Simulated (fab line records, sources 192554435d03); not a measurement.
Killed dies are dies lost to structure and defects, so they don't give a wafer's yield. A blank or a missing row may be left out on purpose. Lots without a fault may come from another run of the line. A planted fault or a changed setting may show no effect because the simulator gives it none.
Chamber matching | flow n5_finfet | N5_ZERO_LAYER_PECVD_02 on pecvd-04: 3 sister chambers
The step deposits SiO2 from SiH4/N2O, target thk 10 nm, time 6 s. 6 wafers are shown with their chamber, then 7 later ones without.

WAFERS WITH THEIR CHAMBER
wafer  | chamber | showerhead_plenum_p_Torr (Torr) | showerhead_vpp_V (V)
L074.5 | 1       | 8.18                            | 995
L090.1 | 2       | 8.11                            | 973
L090.4 | 0       | 7.62                            | 1098
L090.5 | 1       | 8.17                            | 1018
L092.1 | 0       | 7.65                            | 1077
L092.4 | 2       | 8.13                            | 980

WAFERS WITHOUT THEIR CHAMBER
wafer  | showerhead_plenum_p_Torr (Torr) | showerhead_vpp_V (V)
L092.5 | 7.64                            | 1095
L094.1 | 7.64                            | 1093
L094.5 | 7.65                            | 1106
L094.6 | 8.10                            | 993
L096.1 | 8.13                            | 980
L096.3 | 8.16                            | 1010
L096.5 | 7.62                            | 1087

WHICH CHAMBER EACH WENT THROUGH
wafer  | from the rows above | in truth
L092.5 | 0                   | 0
L094.1 | 0                   | 0
L094.5 | 0                   | 0
L094.6 | 2                   | 2
L096.1 | 2                   | 2
L096.3 | 1                   | 1
L096.5 | 0                   | 0
Placed correctly: 7 of 7. Can't be placed from these rows: 0. Placed wrongly: 0.
How it was worked out, from the rows above alone: a wafer's distance from a chamber is the root of the sum, over the readings, of the square of ((its reading less the chamber's mean) divided by the reading's scatter). The wafer belongs to the nearest chamber; if the next one is less than 2 further off, it can't be placed. A chamber's mean is the mean of its shown wafers. The scatter: the root of (the sum of the squares of (reading less its chamber's mean) over the shown wafers, divided by (wafers less chambers)).
